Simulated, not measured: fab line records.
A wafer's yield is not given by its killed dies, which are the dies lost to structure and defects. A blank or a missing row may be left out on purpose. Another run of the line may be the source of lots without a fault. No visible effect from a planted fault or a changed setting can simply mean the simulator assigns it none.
Chamber matching	flow n5_finfet	rie_diel-02 running N5_BEOL_M9_ETCH_61: 4 sister chambers
The step etches SiARC in CF4, target depth 39 nm, time 65 s. 8 wafers are shown with their chamber, then 10 later ones without.

## WAFERS WITH THEIR CHAMBER
wafer	chamber	drypump_motor_current_A (A)	throttle_valve_pct (%)
L082.1	1	5.9	15.84
L082.4	0	6.5	15.84
L083.2	1	5.9	15.86
L084.1	2	5.3	15.53
L091.5	0	6.6	15.37
L091.6	3	5.9	15.61
L093.1	3	5.9	15.62
L093.2	2	5.2	15.58

## WAFERS WITHOUT THEIR CHAMBER
wafer	drypump_motor_current_A (A)	throttle_valve_pct (%)
L093.4	5.9	15.91
L095.2	5.9	15.63
L095.3	5.3	15.59
L095.4	6.5	15.39
L096.2	6.5	15.39
L096.3	5.3	15.59
L096.4	5.9	15.63
L097.2	5.9	15.62
L097.4	5.9	15.92
L097.5	5.2	15.59

## THE CHAMBER EACH PASSED THROUGH
wafer	from the rows above	in truth
L093.4	can't be placed: 1 or 3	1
L095.2	can't be placed: 3 or 1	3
L095.3	2	2
L095.4	0	0
L096.2	0	0
L096.3	2	2
L096.4	can't be placed: 3 or 1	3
L097.2	can't be placed: 3 or 1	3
L097.4	can't be placed: 1 or 3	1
L097.5	2	2
Placed correctly: 5 of 10. Can't be placed from these rows: 5 (the true chamber is among the candidates in 5). 0 placed wrongly.
How it was worked out, from the rows above alone: a wafer's distance from a chamber is the root of the sum, over the readings, of the square of ((its reading less the chamber's mean) divided by the reading's scatter). If the next closest chamber is less than 2 further off than the closest, the wafer can't be placed; otherwise it belongs to the closest. For every chamber, the mean is computed from those of its wafers that are shown. The scatter is the square root of a quotient: the sum, over the shown wafers, of each reading's squared deviation from its chamber's mean, divided by wafers minus chambers.
